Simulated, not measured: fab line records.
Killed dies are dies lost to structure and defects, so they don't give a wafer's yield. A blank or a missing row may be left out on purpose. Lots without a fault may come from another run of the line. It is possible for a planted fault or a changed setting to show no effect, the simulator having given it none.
What tool caused it? | flow n5_finfet | 36 wafers sampled from 12 lots at 1 step of a route of 1938

WHAT EACH GAUGE READ, for each wafer
N5_BEOL_M5_CD_MEAS_11 targets a cd of 27.74 nm.
lot  | measured     | on        | cd_nm (nm)
L075 | day 9 09:10  | cd_sem-03 | 28.03 28.33 27.97
L077 | day 11 06:46 | cd_sem-02 | 28.20 28.40 27.92
L080 | day 12 02:43 | cd_sem-01 | 27.79 27.98 27.74
L082 | day 12 15:28 | cd_sem-02 | 28.37 27.86 28.43
L084 | day 13 08:22 | cd_sem-03 | 28.12 27.95 27.68
L085 | day 13 11:55 | cd_sem-03 | 27.69 27.82 28.32
L076 | day 13 22:37 | cd_sem-03 | 28.18 28.13 28.02
L090 | day 14 05:52 | cd_sem-03 | 28.11 28.01 28.22
L088 | day 15 00:24 | cd_sem-03 | 27.97 27.55 28.24
L093 | day 15 08:01 | cd_sem-03 | 28.29 28.52 28.20
L095 | day 15 08:44 | cd_sem-01 | 28.04 27.83 27.71
L097 | day 15 17:32 | cd_sem-02 | 27.87 28.10 27.92

EACH LOT AND THE TOOL THAT RAN IT (in order: tool; ch and the chambers of the sampled wafers; start)
The record holds no process step before these readings.

THE ANSWER, worked out from the rows above alone
Rule: the usual values come from the lots themselves. Put in order of their means at a reading, lots are off if they are a third of the lots or fewer, leave a main group of 4 or more, and stand apart from it by a gap of 3 or more times the standard deviation of the main group's means; of several such gaps the widest counts. The tables above print the reading to a certain number of digits; a main group whose means all agree to those digits is not used. A lot without any number at a reading at which 4 lots or more have one is off too. The other lots that the step has rows for count as sound.
None of the lots is off at any reading shown; this tells nothing.

WHAT HAD BEEN PUT IN BY THE SIMULATOR
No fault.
